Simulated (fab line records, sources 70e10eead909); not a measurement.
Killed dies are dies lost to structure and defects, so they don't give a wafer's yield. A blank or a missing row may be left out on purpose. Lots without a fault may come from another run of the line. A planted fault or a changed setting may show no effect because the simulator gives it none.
fab line records | flow nand_harc
record lots=22 wafers=66 last_day=33
route steps=1302 shown A_CONTACT@1003
lots that met no fault: from a run of the same line without faults
start_h: hours from the record's first day to the start of the lot's first wafer shown | wait_h: hours since the lot's step before | " the same as in the row above | L1.1+2: a row that stands for several wafers | - no value, or no start given | * or withheld: withheld | < > ~ a bound
route shown NAME@n: a module of which the file shows steps, and the number in the route of the first | usual: mean/standard deviation of fault-free wafers | same: alike in all rows | chamber/n: place in a boat | sites: the reading at each site | _std_site: their standard deviation | _edge_site: outer sites' mean less inner sites' | radius_mm: how far each site lies from the wafer's centre | mask NAME#n: copy n | behind: the tool/chamber that last shaped the wafer | hold: why the lot was held/for how many hours/how that ended | device: the transistor (n, p or np) that didn't switch | end of line: the same wafers' tests at the end of the route | a step without rows: its recipe alone | killed: dies lost to structure and defects at the first sort, not the wafer's yield | map: a wafer's dies, x killed, . not, _ none there
set.NAME: the setting as run; set.NAME@STEP: as run at that earlier step | model.NAME: the simulator's own value behind a step, which no gauge read
steps of the route over a sample of lots; a table a step, a row a wafer
services: from which hour (start_h, from the record's first day; less than 0 if before it) a tool's chamber was out of use, for how many hours, and why
## steps
# step NHARC_A_CONTACT_ETCH_50
# recipe target_depth_a=1210 time_s=60.5 cf4_flow_sccm=100 chf3_flow_sccm=30 ar_flow_sccm=0 rf_w=500 bias_w=200 chemistry=CF4/CHF3
# usual cf4_flow_sccm=100.0/0.32 chamber_pressure_mTorr=25.003/0.024 drypump_motor_current_A=5.6/0.46 oes_product_au=0.945/0.023 rf_vpp_V=372.3/2.2 showerhead_plenum_p_Torr=1.63/0.059 throttle_valve_pct=16.802/0.0093
# columns lot.wafer tool chamber start_h wait_h cf4_flow_sccm chamber_pressure_mTorr drypump_motor_current_A oes_product_au rf_hours_counter_h rf_vpp_V showerhead_plenum_p_Torr throttle_valve_pct
L076.2 rie_diel-11 0 - - 100.0 24.966 5.5 0.958 8 371.8 1.61 16.806
L076.3 " 2 " " 99.9 25.031 5.6 0.974 9 371.7 1.62 16.791
L076.6 " 0 " " 99.4 25.017 5.5 0.951 - 371.3 1.61 16.797
L075.4 rie_diel-02 2 - - 100.4 25.017 5.7 0.913 27 369.8 1.60 16.801
L075.2 " 0 " " 99.8 25.026 6.7 0.935 36 374.0 1.67 16.785
L075.6 " 3 " " 100.0 25.019 4.9 0.923 - 367.1 1.50 16.813
L074.3 rie_diel-02 2 - - 100.1 24.940 5.7 0.918 29 370.1 1.60 16.802
L074.2 " 0 " " 99.8 24.964 6.7 0.940 37 373.9 1.67 16.816
L074.1 " 1 " " 100.3 24.985 6.3 0.919 35 371.4 1.60 16.786
L077.4 rie_diel-11 1 - - 100.4 25.011 5.7 0.944 14 374.4 1.70 16.793
L077.5 " 1 " " 100.4 25.062 5.8 0.963 - 374.0 1.70 16.802
L077.6 " 2 " " 100.0 24.995 5.7 0.976 - 373.6 1.62 16.803
L078.3 rie_diel-02 1 - - 100.0 24.979 6.3 0.917 41 370.5 1.59 16.804
L078.4 " 2 " " 99.8 25.009 5.7 0.930 34 371.3 1.59 16.797
L078.6 " 1 " " 100.3 24.986 6.3 0.928 - 372.1 1.59 16.801
L080.3 rie_diel-09 3 - - 99.6 25.004 4.7 0.964 8 369.2 1.57 16.818
L080.4 " 1 " " 100.4 25.016 6.2 0.955 7 369.9 1.55 16.804
L080.5 " 0 " " 100.1 25.020 6.1 0.957 - 372.9 1.65 16.798
L079.4 rie_diel-11 1 - - 100.2 24.985 5.7 0.968 16 374.9 1.70 16.799
L079.1 " 3 " " 99.8 25.019 5.8 0.983 15 373.7 1.70 16.798
L079.5 " 1 " " 99.8 25.033 5.7 0.962 - 374.5 1.70 16.802
L084.1 rie_diel-11 2 - - 99.8 25.030 5.7 0.964 23 372.3 1.62 16.819
L084.3 " 1 " " 99.7 24.988 5.8 0.943 22 374.9 1.69 16.809
L084.6 " 3 " " 100.0 25.010 5.7 0.986 - 374.4 1.69 16.797
L082.2 rie_diel-09 2 - - 100.1 24.997 5.0 0.909 30 374.5 1.69 16.800
L082.4 " 0 " " 99.5 24.999 6.1 0.917 - 374.3 1.65 16.783
L082.5 " 2 " " 99.9 24.973 5.0 0.913 - 374.5 1.69 16.799
L083.1 rie_diel-11 3 - - 100.1 24.975 5.8 0.970 24 374.4 1.69 16.794
L083.5 " 1 " " 100.5 25.023 5.7 0.968 - 373.8 1.69 16.816
L083.6 " 2 " " 99.7 25.001 5.7 0.983 - 372.4 1.62 16.789
L085.4 rie_diel-11 1 - - 99.4 24.988 5.8 0.908 26 375.0 1.69 16.811
L085.3 " 3 " " 100.4 25.010 5.8 0.933 27 374.6 1.69 16.803
L085.6 " 1 " " 99.4 25.052 5.8 0.917 - 374.4 1.69 16.804
L086.4 rie_diel-11 0 - - 100.1 25.032 5.5 0.917 27 372.2 1.61 16.791
L086.6 " 1 " " 100.3 24.973 5.8 0.910 - 374.9 1.69 16.806
L086.5 " 2 " " 100.0 25.003 5.7 0.919 - 371.3 1.62 16.792
L087.1 rie_diel-02 2 - - 99.6 24.994 5.7 0.985 8 372.1 1.59 16.807
L087.3 " 3 " " 100.1 24.981 4.9 0.970 6 368.1 1.49 16.818
L087.4 " 1 " " 100.0 24.993 6.3 0.952 8 371.6 1.59 16.792
L088.2 rie_diel-02 0 - - 99.9 24.999 6.7 0.952 12 372.6 1.66 16.799
L088.4 " 1 " " 100.1 25.021 6.3 0.928 15 370.6 1.59 16.799
L088.5 " 3 " " 100.3 24.997 4.9 0.948 - 367.0 1.49 16.791
L089.3 rie_diel-09 3 - - 100.0 24.962 4.7 0.937 49 370.0 1.56 16.799
L089.1 " 2 " " 99.5 25.011 5.0 0.915 49 375.1 1.69 16.810
L089.6 " 0 " " 99.6 25.016 6.1 0.911 - 374.8 1.64 16.796
L090.3 rie_diel-11 2 - - 100.4 25.009 5.7 0.967 4 373.0 1.61 16.792
L090.1 " 3 " " 99.7 24.974 5.8 0.982 5 374.4 1.69 16.805
L090.4 " 3 " " 99.9 24.980 5.8 0.984 - 374.9 1.69 16.796
L091.2 rie_diel-11 3 - - 100.0 25.012 5.7 0.947 7 373.4 1.69 16.795
L091.3 " 1 " " 99.3 24.982 5.8 0.934 6 374.5 1.69 16.811
L091.5 " 2 " " 100.5 25.014 5.7 0.929 - 372.1 1.61 16.818
L093.1 rie_diel-02 3 - - 99.7 24.948 4.9 0.920 29 368.9 1.49 16.792
L093.3 " 1 " " 100.2 25.022 6.3 0.924 28 370.5 1.58 16.813
L093.5 " 2 " " 99.9 25.007 5.7 0.921 - 371.9 1.58 16.805
L094.4 rie_diel-11 1 - - 100.3 24.982 5.7 0.951 9 373.4 1.69 16.808
L094.2 " 2 " " 100.3 25.010 5.7 0.935 8 372.3 1.61 16.781
L094.6 " 0 " " 99.6 24.989 5.5 0.937 - 371.6 1.61 16.817
L092.2 rie_diel-11 3 - - 100.4 25.035 5.7 0.958 10 375.0 1.69 16.803
L092.4 " 0 " " 100.0 25.037 5.5 0.940 8 372.8 1.60 16.790
L092.1 " 1 " " 100.1 24.991 5.7 0.954 10 375.9 1.69 16.794
L095.4 rie_diel-11 1 - - 100.2 25.027 5.7 0.955 14 374.2 1.69 16.825
L095.2 " 0 " " 99.7 25.002 5.5 0.974 13 370.3 1.60 16.800
L095.5 " 1 " " 99.8 25.039 5.8 0.952 - 374.1 1.69 16.811
L096.4 rie_diel-11 0 - - 100.1 24.950 5.5 0.966 13 370.6 1.60 16.810
L096.5 " 2 " " 100.2 25.023 5.7 0.938 - 372.4 1.61 16.802
L096.6 " 3 " " 99.9 24.979 5.8 0.958 - 374.5 1.69 16.815
# step NHARC_A_CONTACT_CD_MEAS_53
# usual cd_nm=289.6/0.79
# columns lot.wafer tool chamber start_h wait_h cd_nm
L076.2 cd_sem-01 - 504.53 - 290.4
L076.3 " - " " 289.7
L076.6 " - " " 289.5
L075.2 cd_sem-02 - 508.48 - 288.9
L075.4 " - " " 288.7
L075.6 " - " " 288.4
L074.1 cd_sem-03 - 509.91 - 289.1
L074.2 " - " " 290.0
L074.3 " - " " 289.4
L077.4 cd_sem-02 - 527.16 - 288.4
L077.5 " - " " 289.0
L077.6 " - " " 289.5
L078.3 cd_sem-03 - 527.43 - 290.2
L078.4 " - " " 289.5
L078.6 " - " " 290.4
L080.3 cd_sem-01 - 539.61 - 288.6
L080.4 " - " " 289.7
L080.5 " - " " 288.6
L079.1 cd_sem-01 - 541.66 - 289.8
L079.4 " - " " 289.5
L079.5 " - " " 290.0
L084.1 cd_sem-02 - 583.37 - 291.5
L084.3 " - " " 290.3
L084.6 " - " " 290.3
L082.2 cd_sem-02 - 584.66 - 289.1
L082.4 " - " " 290.0
L082.5 " - " " 290.0
L083.1 cd_sem-01 - 587.10 - 290.8
L083.5 " - " " 289.9
L083.6 " - " " 289.6
L085.3 cd_sem-01 - 608.83 - 290.0
L085.4 " - " " 291.0
L085.6 " - " " 290.3
L086.4 cd_sem-02 - 612.30 - 290.0
L086.5 " - " " 289.2
L086.6 " - " " 289.8
L087.1 cd_sem-02 - 613.10 - 288.2
L087.3 " - " " 288.4
L087.4 " - " " 288.6
L088.2 cd_sem-03 - 631.71 - 290.1
L088.4 " - " " 289.7
L088.5 " - " " 289.9
L089.1 cd_sem-03 - 632.09 - 289.5
L089.3 " - " " 289.6
L089.6 " - " " 290.2
L090.1 cd_sem-03 - 666.30 - 291.7
L090.3 " - " " 290.4
L090.4 " - " " 290.4
L091.2 cd_sem-03 - 676.28 - 288.8
L091.3 " - " " 288.6
L091.5 " - " " 288.9
L093.1 cd_sem-02 - 684.09 - 290.1
L093.3 " - " " 290.1
L093.5 " - " " 290.1
L094.2 cd_sem-03 - 684.21 - 289.5
L094.4 " - " " 289.6
L094.6 " - " " 290.2
L092.1 cd_sem-01 - 687.19 - 289.4
L092.2 " - " " 289.6
L092.4 " - " " 289.7
L095.2 cd_sem-02 - 708.02 - 290.1
L095.4 " - " " 289.3
L095.5 " - " " 289.9
L096.4 cd_sem-02 - 708.87 - 289.5
L096.5 " - " " 290.7
L096.6 " - " " 289.0
# step NHARC_A_CONTACT_DESCUM_74
# recipe time_s=3 o2_flow_sccm=200 ar_flow_sccm=0 bias_power_w=0 chemistry=O2
# usual chamber_pressure_mTorr=60.00/0.056 drypump_motor_current_A=5.7/0.54 oes_product_au=0.997/0.011 rf_vpp_V=58.1/0.86 showerhead_plenum_p_Torr=1.98/0.074 throttle_valve_pct=11.311/0.0091
# columns lot.wafer tool chamber start_h wait_h chamber_pressure_mTorr drypump_motor_current_A oes_product_au rf_hours_counter_h rf_vpp_V showerhead_plenum_p_Torr throttle_valve_pct
L076.3 rie_diel-02 0 509.65 0.1 59.99 6.6 1.019 38 58.1 2.03 11.300
L076.2 " 2 " " 60.01 5.7 0.990 30 56.2 1.94 11.297
L076.6 " 1 " " 59.97 6.3 1.002 - 56.2 1.94 11.312
L075.4 rie_diel-11 1 515.19 0.1 60.08 5.8 0.998 12 59.6 2.07 11.312
L075.2 " 3 " " 59.96 5.7 1.000 10 58.2 2.07 11.316
L075.6 " 2 " " 59.91 5.7 1.004 - 58.9 1.97 11.310
L074.3 rie_diel-09 0 515.81 0.1 59.97 6.1 1.004 2 57.5 2.02 11.318
L074.2 " 1 " " 60.03 6.2 0.975 2 57.7 1.88 11.299
L074.1 " 3 " " 60.00 4.7 1.007 1 56.3 1.91 11.316
L077.4 rie_diel-09 2 532.21 0.1 59.88 5.0 0.980 7 57.6 2.07 11.300
L077.5 " 3 " " 59.98 4.7 1.003 - 57.9 1.91 11.311
L077.6 " 0 " " 59.97 6.2 1.000 - 58.4 2.02 11.324
L078.4 rie_diel-11 3 532.50 0.1 60.01 5.8 0.996 14 58.9 2.07 11.305
L078.3 " 2 " " 60.02 5.7 0.988 14 58.1 1.97 11.304
L078.6 " 3 " " 60.05 5.7 0.997 - 59.3 2.07 11.318
L080.3 rie_diel-02 1 545.71 0.1 60.06 6.3 0.992 46 57.6 1.94 11.319
L080.4 " 3 " " 60.08 5.0 0.997 51 56.5 1.81 11.307
L080.5 " 1 " " 59.91 6.3 0.983 - 57.6 1.94 11.306
L079.1 rie_diel-11 1 547.11 0.1 59.98 5.8 1.001 18 58.4 2.07 11.336
L079.4 " 2 " " 60.08 5.7 1.013 18 59.5 1.97 11.294
L079.5 " 0 " " 59.95 5.5 0.998 - 58.9 1.96 11.314
L084.3 rie_diel-02 1 589.12 0.1 60.02 6.3 0.992 2 58.3 1.93 11.305
L084.1 " 0 " " 59.97 6.8 1.017 2 58.4 2.02 11.303
L084.6 " 2 " " 60.08 5.7 0.998 - 57.9 1.93 11.315
L082.2 rie_diel-09 0 589.79 0.1 60.01 6.1 0.976 33 57.9 2.01 11.315
L082.4 " 1 " " 60.08 6.2 0.975 9 56.7 1.88 11.305
L082.5 " 3 " " 59.97 4.7 0.991 - 57.4 1.90 11.308
L083.1 rie_diel-09 3 592.33 0.1 60.01 4.7 1.001 36 57.4 1.90 11.299
L083.5 " 2 " " 60.10 5.0 0.991 - 59.8 2.06 11.305
L083.6 " 1 " " 59.91 6.2 0.987 - 58.3 1.88 11.310
L085.4 rie_diel-09 1 613.90 0.1 60.03 6.2 0.985 16 57.9 1.88 11.319
L085.3 " 2 " " 60.03 5.0 0.997 43 59.1 2.06 11.307
L085.6 " 1 " " 60.10 6.2 0.984 - 56.4 1.88 11.292
L086.4 rie_diel-09 0 617.41 0.1 60.07 6.1 0.994 39 58.4 2.01 11.308
L086.6 " 0 " " 60.01 6.1 1.001 - 59.5 2.01 11.306
L086.5 " 1 " " 60.07 6.2 0.994 - 57.0 1.88 11.308
L087.3 rie_diel-02 1 618.47 0.1 60.02 6.3 0.994 9 57.1 1.93 11.304
L087.4 " 2 " " 59.99 5.7 0.988 10 58.0 1.93 11.290
L087.1 " 3 " " 60.03 4.9 0.984 8 57.9 1.81 11.302
L088.4 rie_diel-11 2 636.82 0.1 60.02 5.7 0.994 2 58.3 1.97 11.296
L088.2 " 3 " " 60.13 5.8 1.014 2 58.3 2.07 11.326
L088.5 " 1 " " 59.99 5.8 0.999 - 57.7 2.07 11.306
L089.1 rie_diel-02 1 637.86 0.1 60.03 6.3 0.995 18 58.2 1.93 11.311
L089.3 " 3 " " 59.87 4.9 0.985 17 56.8 1.81 11.320
L089.6 " 1 " " 60.01 6.3 0.994 - 57.3 1.93 11.312
L090.4 rie_diel-11 2 674.68 0.1 59.93 5.7 0.985 7 57.8 1.97 11.311
L090.1 " 3 " " 60.02 5.7 1.014 8 59.4 2.06 11.304
L090.3 " 1 " " 59.96 5.8 0.994 7 58.1 2.06 11.310
L091.3 rie_diel-11 1 682.34 0.2 60.03 5.7 0.994 10 59.2 2.06 11.313
L091.2 " 3 " " 59.98 5.7 1.020 10 58.5 2.06 11.306
L091.5 " 0 " " 59.94 5.5 1.009 - 57.1 1.95 11.329
L093.1 rie_diel-11 0 689.53 0.1 59.99 5.5 1.017 10 58.3 1.95 11.299
L093.3 " 1 " " 60.00 5.7 1.002 12 57.6 2.06 11.312
L093.5 " 3 " " 59.95 5.7 1.021 - 57.8 2.06 11.324
L094.2 rie_diel-02 2 690.49 0.1 59.95 5.7 0.984 31 58.7 1.92 11.313
L094.4 " 3 " " 60.02 4.9 0.976 32 56.2 1.80 11.314
L094.6 " 1 " " 60.02 6.3 0.988 - 57.6 1.92 11.303
L092.2 rie_diel-09 0 693.62 0.1 60.09 6.2 1.013 3 58.0 2.00 11.305
L092.1 " 2 " " 60.00 5.0 0.988 3 59.2 2.05 11.315
L092.4 " 3 " " 59.96 4.7 1.004 2 59.8 1.89 11.293
L095.2 rie_diel-11 2 713.11 0.1 60.02 5.7 0.980 15 57.2 1.96 11.310
L095.4 " 3 " " 59.93 5.8 1.009 16 56.0 2.06 11.312
L095.5 " 3 " " 60.07 5.7 1.011 - 59.0 2.06 11.303
L096.4 rie_diel-09 2 716.37 0.1 59.96 5.0 0.990 16 58.2 2.05 11.324
L096.6 " 2 " " 60.14 4.9 0.998 - 59.4 2.05 11.326
L096.5 " 3 " " 60.00 4.7 1.004 - 58.0 1.89 11.310
# step NHARC_A_CONTACT_ETCH_78
# recipe target_depth_a=53000 over_etch_frac=0.3 time_s=1378 ion_energy_ev=150 o2_flow_sccm=400 cos_flow_sccm=20 ar_flow_sccm=0 rf_w=500 bias_w=300 chemistry=O2/COS
# usual chamber_pressure_mTorr=20.000/0.018 drypump_motor_current_A=5.6/0.53 oes_product_au=0.999/0.01 rf_vpp_V=315.4/1.9 showerhead_plenum_p_Torr=3.21/0.12 throttle_valve_pct=28.330/0.0088
# same over_etch_frac=0.3
# columns lot.wafer tool chamber start_h wait_h chamber_pressure_mTorr drypump_motor_current_A oes_product_au rf_hours_counter_h rf_vpp_V showerhead_plenum_p_Torr throttle_valve_pct
L076.2 rie_diel-02 0 - - 20.012 6.7 1.012 38 315.6 3.31 28.334
L076.3 " 1 " " 20.011 6.3 0.977 36 313.8 3.16 28.329
L076.6 " 3 " " 19.980 5.0 0.998 - 311.8 2.98 28.331
L075.4 rie_diel-11 3 - - 19.998 5.7 0.991 10 317.1 3.37 28.321
L075.2 " 1 " " 20.013 5.8 0.990 12 317.4 3.37 28.339
L075.6 " 0 " " 20.009 5.5 0.988 - 314.1 3.20 28.327
L074.2 rie_diel-09 0 - - 19.992 6.1 0.988 2 315.6 3.29 28.330
L074.3 " 2 " " 19.996 5.0 0.984 1 318.1 3.37 28.322
L074.1 " 3 " " 19.987 4.7 0.999 1 313.5 3.12 28.319
L077.4 rie_diel-09 2 - - 20.004 5.0 0.984 8 316.6 3.37 28.332
L077.6 " 3 " " 19.979 4.7 1.003 - 313.3 3.12 28.320
L077.5 " 0 " " 20.011 6.1 0.996 - 316.3 3.28 28.340
L078.4 rie_diel-11 0 - - 19.987 5.5 0.996 15 316.9 3.19 28.325
L078.3 " 1 " " 19.995 5.8 1.002 16 318.1 3.36 28.322
L078.6 " 3 " " 19.988 5.8 1.002 - 317.7 3.37 28.337
L080.4 rie_diel-02 3 - - 20.009 5.0 0.993 51 313.4 2.97 28.314
L080.3 " 1 " " 20.017 6.3 0.986 47 314.9 3.16 28.317
L080.5 " 3 " " 19.981 5.0 1.002 - 311.7 2.97 28.320
L079.1 rie_diel-11 0 - - 19.992 5.5 1.002 19 315.4 3.19 28.335
L079.4 " 3 " " 20.004 5.8 1.007 18 317.1 3.36 28.324
L079.5 " 0 " " 19.963 5.5 0.992 - 315.8 3.19 28.316
L084.1 rie_diel-02 2 - - 19.995 5.7 1.004 3 316.0 3.15 28.341
L084.3 " 0 " " 19.998 6.7 1.009 3 317.1 3.29 28.323
L084.6 " 1 " " 19.983 6.3 0.999 - 313.9 3.15 28.333
L082.2 rie_diel-09 2 - - 20.000 5.0 0.991 34 318.4 3.35 28.331
L082.5 " 1 " " 19.973 6.2 0.978 - 312.7 3.07 28.328
L082.4 " 2 " " 20.013 5.0 0.991 - 317.7 3.35 28.327
L083.1 rie_diel-09 3 - - 20.009 4.7 1.013 36 314.1 3.10 28.335
L083.6 " 3 " " 19.963 4.7 1.009 - 313.8 3.10 28.330
L083.5 " 2 " " 20.009 5.0 0.994 - 316.4 3.35 28.344
L085.4 rie_diel-09 0 - - 20.013 6.1 0.994 37 316.6 3.27 28.331
L085.3 " 2 " " 20.000 5.0 0.998 43 316.5 3.35 28.344
L085.6 " 0 " " 20.009 6.1 0.993 - 314.2 3.27 28.338
L086.4 rie_diel-09 0 - - 19.970 6.1 0.995 39 318.1 3.27 28.334
L086.6 " 2 " " 19.996 5.0 0.993 - 319.0 3.35 28.329
L086.5 " 3 " " 20.008 4.7 1.008 - 314.7 3.10 28.338
L087.4 rie_diel-02 3 - - 20.000 4.9 0.996 9 312.9 2.96 28.338
L087.1 " 0 " " 19.999 6.7 1.008 8 317.8 3.29 28.334
L087.3 " 1 " " 20.004 6.3 1.008 10 313.4 3.15 28.335
L088.2 rie_diel-11 3 - - 19.975 5.8 1.016 3 319.6 3.36 28.341
L088.4 " 1 " " 19.996 5.8 0.986 3 318.3 3.36 28.327
L088.5 " 3 " " 20.021 5.7 1.009 - 317.6 3.36 28.348
L089.3 rie_diel-02 3 - - 20.018 4.9 0.992 17 312.6 2.96 28.357
L089.1 " 1 " " 20.021 6.3 0.993 18 313.9 3.15 28.325
L089.6 " 0 " " 19.999 6.7 1.016 - 317.3 3.29 28.345
L090.4 rie_diel-11 0 - - 19.996 5.6 1.002 5 315.2 3.19 28.329
L090.1 " 1 " " 20.036 5.8 0.988 7 317.1 3.35 28.336
L090.3 " 3 " " 19.936 5.8 1.013 8 318.1 3.35 28.322
L091.3 rie_diel-11 3 - - 19.988 5.7 1.011 11 317.2 3.35 28.344
L091.2 " 1 " " 19.994 5.8 1.002 11 318.9 3.35 28.336
L091.5 " 0 " " 20.011 5.5 1.002 - 314.1 3.18 28.326
L093.1 rie_diel-11 3 - - 19.999 5.7 1.012 12 316.7 3.35 28.319
L093.3 " 1 " " 20.021 5.8 1.003 12 317.6 3.35 28.325
L093.5 " 2 " " 19.984 5.7 1.000 - 314.5 3.20 28.334
L094.4 rie_diel-02 2 - - 20.007 5.7 0.998 32 313.9 3.14 28.329
L094.2 " 0 " " 20.033 6.8 1.008 34 316.6 3.28 28.331
L094.6 " 3 " " 19.981 4.9 0.991 - 313.4 2.95 28.326
L092.4 rie_diel-09 0 - - 19.970 6.1 0.998 3 316.3 3.25 28.334
L092.2 " 2 " " 19.979 5.0 0.974 3 317.7 3.34 28.328
L092.1 " 3 " " 20.037 4.7 1.002 3 314.2 3.08 28.323
L095.4 rie_diel-11 2 - - 19.998 5.7 0.995 15 314.4 3.20 28.326
L095.2 " 0 " " 20.012 5.5 1.021 15 315.3 3.18 28.327
L095.5 " 1 " " 19.991 5.7 0.999 - 317.3 3.35 28.329
L096.4 rie_diel-09 0 - - 20.016 6.2 1.017 13 315.8 3.25 28.313
L096.5 " 1 " " 19.998 6.2 0.999 - 313.2 3.05 28.333
L096.6 " 2 " " 20.019 5.0 0.991 - 317.0 3.33 28.332
# step NHARC_A_CONTACT_ETCH_127
# recipe source_w=withheld pressure_mtorr=20 bias_v=3000 time_s=197 target_depth_a=19180 ar_flow_sccm=withheld c4f8_flow_sccm=withheld o2_flow_sccm=withheld chemistry=C4F8/O2/Ar
# usual chamber_pressure_mTorr=20.000/0.018
# columns lot.wafer tool chamber start_h wait_h chamber_pressure_mTorr rf_hours_counter_h
L076.2 har_cap_etch-02 1 511.77 0.1 20.007 91
L076.3 " 0 " " 20.011 -
L076.6 " 0 " " 19.992 -
L075.2 har_cap_etch-01 0 517.30 0.1 19.975 0
L075.4 " 0 " " 19.962 -
L075.6 " 1 " " 20.034 -
L074.1 har_cap_etch-03 0 517.90 0.1 19.979 43
L074.2 " 1 " " 19.999 43
L074.3 " 1 " " 20.008 -
L077.4 har_cap_etch-01 0 534.36 0.1 20.010 -
L077.5 " 1 " " 19.978 -
L077.6 " 0 " " 19.993 -
L078.4 har_cap_etch-03 0 534.66 0.1 20.001 -
L078.3 " 1 " " 19.974 -
L078.6 " 0 " " 20.009 -
L080.4 har_cap_etch-01 1 548.03 0.1 20.010 -
L080.3 " 0 " " 19.990 -
L080.5 " 0 " " 19.982 -
L079.1 har_cap_etch-03 0 549.21 0.1 20.012 50
L079.4 " 0 " " 19.984 -
L079.5 " 0 " " 20.035 -
L084.1 har_cap_etch-01 1 591.23 0.1 19.997 12
L084.3 " 0 " " 20.032 -
L084.6 " 0 " " 20.010 -
L082.2 har_cap_etch-03 1 592.16 0.1 20.003 58
L082.4 " 1 " " 20.013 -
L082.5 " 1 " " 20.010 -
L083.1 har_cap_etch-02 0 594.97 0.1 20.000 108
L083.6 " 0 " " 19.995 -
L083.5 " 1 " " 19.976 -
L085.3 har_cap_etch-01 1 616.23 0.2 20.037 -
L085.4 " 0 " " 19.994 -
L085.6 " 1 " " 19.980 -
L086.4 har_cap_etch-03 1 619.56 0.1 19.982 -
L086.6 " 1 " " 20.001 -
L086.5 " 0 " " 20.008 -
L087.1 har_cap_etch-02 0 620.63 0.1 20.025 113
L087.3 " 0 " " 20.000 -
L087.4 " 1 " " 19.995 -
L088.2 har_cap_etch-03 0 639.13 0.2 20.001 67
L088.4 " 0 " " 20.013 -
L088.5 " 0 " " 20.015 -
L089.1 har_cap_etch-02 1 639.99 0.1 20.012 117
L089.3 " 1 " " 19.985 -
L089.6 " 1 " " 19.976 -
L090.1 har_cap_etch-03 1 676.82 0.1 20.012 71
L090.4 " 0 " " 20.042 -
L090.3 " 1 " " 19.986 -
L091.2 har_cap_etch-01 1 685.05 0.1 19.984 28
L091.3 " 1 " " 19.995 -
L091.5 " 0 " " 19.995 -
L093.1 har_cap_etch-02 0 691.65 0.1 19.997 125
L093.3 " 0 " " 19.971 -
L093.5 " 1 " " 19.962 -
L094.2 har_cap_etch-01 1 692.60 0.1 20.005 30
L094.4 " 0 " " 19.998 -
L094.6 " 0 " " 20.001 -
L092.2 har_cap_etch-02 0 695.76 0.1 20.008 127
L092.1 " 1 " " 19.994 127
L092.4 " 1 " " 19.987 -
L095.2 har_cap_etch-02 0 715.22 0.1 20.000 131
L095.4 " 0 " " 19.990 -
L095.5 " 1 " " 20.032 -
L096.4 har_cap_etch-03 1 718.60 0.1 19.998 -
L096.6 " 1 " " 20.011 -
L096.5 " 0 " " 20.005 -
# step NHARC_A_CONTACT_ETCH_128
# recipe source_w=withheld pressure_mtorr=20 bias_v=3000 time_s=197 target_depth_a=19180 ar_flow_sccm=withheld c4f8_flow_sccm=withheld o2_flow_sccm=withheld chemistry=C4F8/O2/Ar
# usual chamber_pressure_mTorr=20.000/0.018
# columns lot.wafer tool chamber start_h wait_h chamber_pressure_mTorr rf_hours_counter_h
L076.2 har_cap_etch-02 1 511.94 0.1 19.997 91
L076.3 " 0 " " 19.996 -
L076.6 " 0 " " 19.960 -
L075.2 har_cap_etch-01 0 517.47 0.1 19.973 1
L075.4 " 0 " " 20.038 -
L075.6 " 1 " " 20.019 -
L074.1 har_cap_etch-03 0 518.07 0.1 20.000 43
L074.2 " 1 " " 19.978 43
L074.3 " 1 " " 20.001 -
L077.4 har_cap_etch-01 0 534.54 0.1 19.993 -
L077.5 " 1 " " 19.985 -
L077.6 " 0 " " 20.007 -
L078.4 har_cap_etch-03 0 534.84 0.1 20.028 -
L078.3 " 1 " " 19.998 -
L078.6 " 0 " " 19.985 -
L080.4 har_cap_etch-01 1 548.21 0.1 20.008 -
L080.3 " 0 " " 19.961 -
L080.5 " 0 " " 19.993 -
L079.1 har_cap_etch-03 0 549.38 0.1 19.987 50
L079.4 " 0 " " 19.979 -
L079.5 " 0 " " 20.006 -
L084.1 har_cap_etch-01 1 591.41 0.1 19.987 12
L084.3 " 0 " " 19.972 -
L084.6 " 0 " " 20.011 -
L082.2 har_cap_etch-03 1 592.34 0.1 19.969 58
L082.4 " 1 " " 19.984 -
L082.5 " 1 " " 19.976 -
L083.1 har_cap_etch-02 0 595.15 0.1 20.000 108
L083.6 " 0 " " 20.020 -
L083.5 " 1 " " 19.976 -
L085.3 har_cap_etch-01 1 616.46 0.2 20.034 -
L085.4 " 0 " " 19.991 -
L085.6 " 1 " " 19.991 -
L086.4 har_cap_etch-03 1 619.74 0.1 19.999 -
L086.6 " 1 " " 20.002 -
L086.5 " 0 " " 20.030 -
L087.1 har_cap_etch-02 0 620.80 0.1 19.981 114
L087.3 " 0 " " 19.983 -
L087.4 " 1 " " 19.971 -
L088.2 har_cap_etch-03 0 639.37 0.2 20.039 68
L088.4 " 0 " " 20.030 -
L088.5 " 0 " " 20.008 -
L089.1 har_cap_etch-02 1 640.17 0.1 19.985 118
L089.3 " 1 " " 20.014 -
L089.6 " 1 " " 20.013 -
L090.1 har_cap_etch-03 1 676.99 0.1 19.995 71
L090.4 " 0 " " 20.015 -
L090.3 " 1 " " 20.032 -
L091.2 har_cap_etch-01 1 685.22 0.1 20.019 29
L091.3 " 1 " " 20.017 -
L091.5 " 0 " " 20.010 -
L093.1 har_cap_etch-02 0 691.83 0.1 20.010 125
L093.3 " 0 " " 20.014 -
L093.5 " 1 " " 19.984 -
L094.2 har_cap_etch-01 1 692.78 0.1 19.992 30
L094.4 " 0 " " 20.014 -
L094.6 " 0 " " 20.003 -
L092.2 har_cap_etch-02 0 695.93 0.1 19.985 127
L092.1 " 1 " " 19.978 127
L092.4 " 1 " " 19.976 -
L095.2 har_cap_etch-02 0 715.39 0.1 20.033 131
L095.4 " 0 " " 20.013 -
L095.5 " 1 " " 20.000 -
L096.4 har_cap_etch-03 1 718.77 0.1 20.004 -
L096.6 " 1 " " 19.977 -
L096.5 " 0 " " 19.977 -
## services
# columns tool chamber start_h hours kind
har_cap_etch-03 - 476.02 2.0 repair
rie_diel-11 0 490.53 - clean
rie_diel-11 1 490.53 - clean
rie_diel-11 2 490.53 - clean
rie_diel-11 3 490.53 - clean
har_cap_etch-01 - 497.00 17.0 pm
rie_diel-09 - 497.17 9.0 pm
rie_diel-11 0 515.03 - clean
rie_diel-11 1 515.03 - clean
rie_diel-11 2 515.03 - clean
rie_diel-11 3 515.03 - clean
rie_diel-11 0 539.53 - clean
rie_diel-11 1 539.53 - clean
rie_diel-11 2 539.53 - clean
rie_diel-11 3 539.53 - clean
rie_diel-09 1 539.60 45.0 repair
har_cap_etch-01 - 558.80 24.6 repair
rie_diel-11 0 568.61 6.3 repair
rie_diel-02 - 570.88 9.0 pm
rie_diel-09 0 589.90 6.2 repair
rie_diel-11 - 609.53 9.0 pm
rie_diel-11 0 659.83 12.7 repair
rie_diel-09 - 674.17 9.0 pm
rie_diel-02 1 717.94 7.2 repair
## key
fault none
